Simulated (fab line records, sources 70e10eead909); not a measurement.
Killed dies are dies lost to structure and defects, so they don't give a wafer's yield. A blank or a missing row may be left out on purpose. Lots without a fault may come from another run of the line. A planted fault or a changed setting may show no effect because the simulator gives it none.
Which tool did it? | flow nand_harc | 12 lots, 36 wafers sampled, at 6 steps of a route of 1302

WHAT THE GAUGES READ, wafer by wafer
NHARC_A_CONTACT_INSPECT_10.
lot  | measured     | on                | raw_defect_count
L857 | day 22 15:02 | defect_inspect-02 | 80 69 72
L861 | day 23 17:15 | defect_inspect-02 | 60 56 68
L862 | day 25 04:35 | defect_inspect-02 | 59 69 53
L863 | day 25 17:21 | defect_inspect-02 | 72 67 76
L867 | day 25 22:04 | defect_inspect-01 | 69 66 51
L864 | day 25 23:34 | defect_inspect-02 | 112 128 132
L872 | day 29 04:40 | defect_inspect-01 | 812 753 696
L875 | day 29 10:36 | defect_inspect-01 | 695 733 756
L873 | day 29 11:45 | defect_inspect-02 | 770 726 730
L874 | day 30 04:54 | defect_inspect-01 | 47 74 63
L877 | day 30 19:08 | defect_inspect-01 | 90 85 83
L878 | day 33 05:04 | defect_inspect-02 | 76 69 74

NHARC_END_SORT_01.
lot  | measured     | on        | killed_at_array | killed_at_other | killed_at_periphery | killed_dies | killed_open | killed_short
L872 | day 31 04:17 | prober-02 | 156 140 99      | 1 2 1           | 1 0 2               | 158 142 102 | 0 3 3       | 1 0 4
L875 | day 31 14:07 | prober-02 | 150 102 158     | 0 1 0           | 3 1 4               | 153 104 162 | 1 3 3       | 1 1 3
L873 | day 31 13:25 | prober-01 | 156 154 156     | 0 0 0           | 0 4 2               | 156 158 158 | 2 5 3       | 1 3 1

WHICH TOOL RAN EACH LOT (tool, then ch and the chambers of the sampled wafers, then the start)
lot  | NHARC_A_CONTACT_ETCH_106           | NHARC_A_CONTACT_DEP_84        | NHARC_A_CONTACT_DEP_85          | NHARC_A_CONTACT_ETCH_135
L857 | rie_diel-07 ch 0,2,3, day 22 11:56 | acl_dep-02 ch 0, day 22 12:53 | pecvd-04 ch 1,2, day 22 14:23   | har_cap_etch-02 ch 0,1, day 22 16:31
L861 | rie_diel-07 ch 0,2,3, day 23 14:02 | acl_dep-01 ch 0, day 23 14:41 | pecvd-01 ch 0,1, day 23 16:29   | har_cap_etch-03 ch 0,1, day 23 18:41
L862 | rie_diel-12 ch 1,2,3, day 24 22:31 | acl_dep-02 ch 0, day 25 01:59 | pecvd-04 ch 0,1,2, day 25 03:44 | har_cap_etch-02 ch 0,1, day 25 05:57
L863 | rie_diel-07 ch 1,2,3, day 25 10:44 | acl_dep-02 ch 0, day 25 14:41 | pecvd-04 ch 0,1, day 25 16:32   | har_cap_etch-02 ch 0,1, day 25 18:46
L867 | rie_diel-07 ch 0,2,3, day 25 15:48 | acl_dep-02 ch 0, day 25 19:52 | pecvd-01 ch 1,2, day 25 21:20   | har_cap_etch-01 ch 0,1, day 25 23:29
L864 | rie_diel-07 ch 1,2, day 25 18:05   | acl_dep-01 ch 0, day 25 21:15 | pecvd-01 ch 0,2, day 25 22:41   | har_cap_etch-02 ch 0,1, day 26 01:04
L872 | rie_diel-07 ch 0,2,3, day 28 19:11 | acl_dep-02 ch 0, day 29 02:22 | pecvd-04 ch 0,1,2, day 29 03:52 | har_cap_etch-03 ch 0,1, day 29 06:23
L875 | rie_diel-07 ch 0,1,3, day 29 07:28 | acl_dep-03 ch 0, day 29 08:24 | pecvd-04 ch 0,2, day 29 09:52   | har_cap_etch-02 ch 0,1, day 29 12:07
L873 | rie_diel-12 ch 1,2, day 29 07:31   | acl_dep-01 ch 0, day 29 09:16 | pecvd-04 ch 0,1, day 29 11:04   | har_cap_etch-03 ch 0,1, day 29 13:12
L874 | rie_diel-07 ch 0,1, day 30 01:29   | acl_dep-03 ch 0, day 30 02:19 | pecvd-01 ch 1,2, day 30 04:04   | har_cap_etch-01 ch 0,1, day 30 06:22
L877 | rie_diel-11 ch 2,3, day 30 14:24   | acl_dep-01 ch 0, day 30 16:35 | pecvd-01 ch 0,2, day 30 18:21   | har_cap_etch-01 ch 0,1, day 30 20:32
L878 | rie_diel-07 ch 0,1,2, day 33 01:33 | acl_dep-03 ch 0, day 33 02:54 | pecvd-01 ch 0,1,2, day 33 04:22 | har_cap_etch-03 ch 0,1, day 33 06:29
- NHARC_A_CONTACT_ETCH_106: etches the open film in CF4/O2, target depth 90 nm, overetch 9 nm, time 49.5 s.
- NHARC_A_CONTACT_DEP_84: deposits aC, target thk 2800 nm.
- NHARC_A_CONTACT_DEP_85: deposits SiON, target thk 60 nm.
- NHARC_A_CONTACT_ETCH_135: etches the open film in C4F8/O2/Ar, time 311 s, target depth 1912 nm.

WHAT THE TOOLS THEMSELVES READ (means of the sampled wafers that have a number; where no wafer has one, the mark that the record gives instead)
NHARC_A_CONTACT_ETCH_106.
lot  | tool        | drypump_motor_current_A (A) | oes_product_au (a.u.) | rf_vpp_V (V) | showerhead_plenum_p_Torr (Torr) | throttle_valve_pct (%)
L857 | rie_diel-07 | 6.0                         | 0.998                 | 197.4        | 1.34                            | 13.399
L861 | rie_diel-07 | 6.0                         | 0.997                 | 198.4        | 1.34                            | 13.399
L862 | rie_diel-12 | 5.7                         | 0.997                 | 198.0        | 1.33                            | 13.399
L863 | rie_diel-07 | 5.9                         | 1.001                 | 198.0        | 1.38                            | 13.396
L867 | rie_diel-07 | 6.0                         | 0.995                 | 197.7        | 1.34                            | 13.396
L864 | rie_diel-07 | 6.0                         | 1.009                 | 198.9        | 1.37                            | 13.392
L872 | rie_diel-07 | 6.0                         | 1.004                 | 197.4        | 1.34                            | 13.405
L875 | rie_diel-07 | 5.9                         | 1.001                 | 198.2        | 1.35                            | 13.393
L873 | rie_diel-12 | 5.5                         | 1.004                 | 198.1        | 1.36                            | 13.394
L874 | rie_diel-07 | 6.2                         | 0.987                 | 197.0        | 1.31                            | 13.396
L877 | rie_diel-11 | 5.7                         | 0.998                 | 198.2        | 1.33                            | 13.405
L878 | rie_diel-07 | 6.1                         | 0.993                 | 197.1        | 1.33                            | 13.402

NHARC_A_CONTACT_DEP_84.
lot  | tool       | throttle_valve_pct (%)
L857 | acl_dep-02 | 34.997
L861 | acl_dep-01 | 35.000
L862 | acl_dep-02 | 35.005
L863 | acl_dep-02 | 34.999
L867 | acl_dep-02 | 35.006
L864 | acl_dep-01 | 35.001
L872 | acl_dep-02 | 35.001
L875 | acl_dep-03 | 35.002
L873 | acl_dep-01 | 35.004
L874 | acl_dep-03 | 34.989
L877 | acl_dep-01 | 35.001
L878 | acl_dep-03 | 34.996

NHARC_A_CONTACT_DEP_85.
lot  | tool     | heater_power_outer_w (W) | heater_power_w (W)
L857 | pecvd-04 | 444                      | 745
L861 | pecvd-01 | 431                      | 686
L862 | pecvd-04 | 406                      | 714
L863 | pecvd-04 | 373                      | 656
L867 | pecvd-01 | 497                      | 765
L864 | pecvd-01 | 436                      | 691
L872 | pecvd-04 | 420                      | 741
L875 | pecvd-04 | 403                      | 725
L873 | pecvd-04 | 417                      | 729
L874 | pecvd-01 | 422                      | 669
L877 | pecvd-01 | 445                      | 703
L878 | pecvd-01 | 495                      | 765

THE ANSWER, worked out from the rows above alone
Rule: what is usual is taken from the lots themselves. Put in order of their means at a reading, lots are off if they are a third of the lots or fewer, leave a main group of 4 or more, and stand apart from it by a gap of 3 or more times the standard deviation of the main group's means; of several such gaps the widest counts. A main group whose means are all the same, to the digits that the tables above print for the reading, isn't used. A lot without any number at a reading at which 4 lots or more have one is off too. The other lots that the step has rows for count as sound. The gauges are gone through in route order, then the tools' own readings, and for those a lot's mean is taken as printed above. The first step at which some lot is off is used, and at that step the reading that is off furthest; a lot without a number counts as furthest.
Off: L872, L875, L873, at NHARC_A_CONTACT_INSPECT_10 (raw_defect_count). The main group: mean 75, standard deviation 19.
A tool fits if, at a process step before that reading, it ran every lot that is off, and no sound lot after the first of them. The gauges at NHARC_A_CONTACT_INSPECT_10 are tried like those tools. One fits: pecvd-04 at NHARC_A_CONTACT_DEP_85. Its last sound lot is L863 (day 25 16:32), its first lot that is off L872 (day 29 03:52): a fault that began between those two fits.

WHAT THE SIMULATOR HAD PUT IN
Chamber particle source: pecvd-04, from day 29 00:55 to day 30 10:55, at NHARC_A_CONTACT_DEP_85. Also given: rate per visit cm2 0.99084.
Lots struck among those shown: L872, L875, L873. The rule above found the same.
